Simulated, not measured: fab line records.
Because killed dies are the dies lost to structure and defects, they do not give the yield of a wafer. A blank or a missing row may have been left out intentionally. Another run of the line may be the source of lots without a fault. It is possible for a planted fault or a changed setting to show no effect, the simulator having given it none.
Chamber matching	flow n5-finfet	N5_BEOL_M5_CO_CAP_78 on cvd-co-01: 3 sister chambers
The step material Co, precursor CCTBA/H2, target thk 2 nm, time 102.1 s. 6 wafers are shown with their chamber, then 7 later ones without.

EACH WAFER AND ITS CHAMBER
wafer	chamber	heater-power-w (W)
L813.3	0	208
L816.4	0	215
L816.5	1	220
L816.6	2	222
L818.3	2	224
L818.4	1	225

WAFERS WITHOUT THEIR CHAMBER
wafer	heater-power-w (W)
L818.5	231
L822.2	211
L822.4	228
L822.5	207
L821.1	235
L821.3	231
L821.6	226

WHICH CHAMBER EACH WENT THROUGH
wafer	from the rows above	in truth
L818.5	can't be placed: 2 or 1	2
L822.2	0	0
L822.4	can't be placed: 2 or 1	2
L822.5	0	0
L821.1	can't be placed: 2 or 1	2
L821.3	can't be placed: 2 or 1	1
L821.6	can't be placed: 2 or 1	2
Placed correctly: 2 of 7. These rows do not allow placing 5 (true chamber among the candidates in 5). Wrongly placed: 0.
How it was worked out, from the rows above alone: a wafer's distance from a chamber is the root of the sum, over the readings, of the square of ((its reading less the chamber's mean) divided by the reading's scatter). The wafer belongs to the nearest chamber; if the next one is less than 2 further off, it can't be placed. A chamber's mean is the mean of its shown wafers. The scatter: take each reading less its chamber's mean, square it, sum over the shown wafers, divide by the number of wafers less the number of chambers, and take the root.
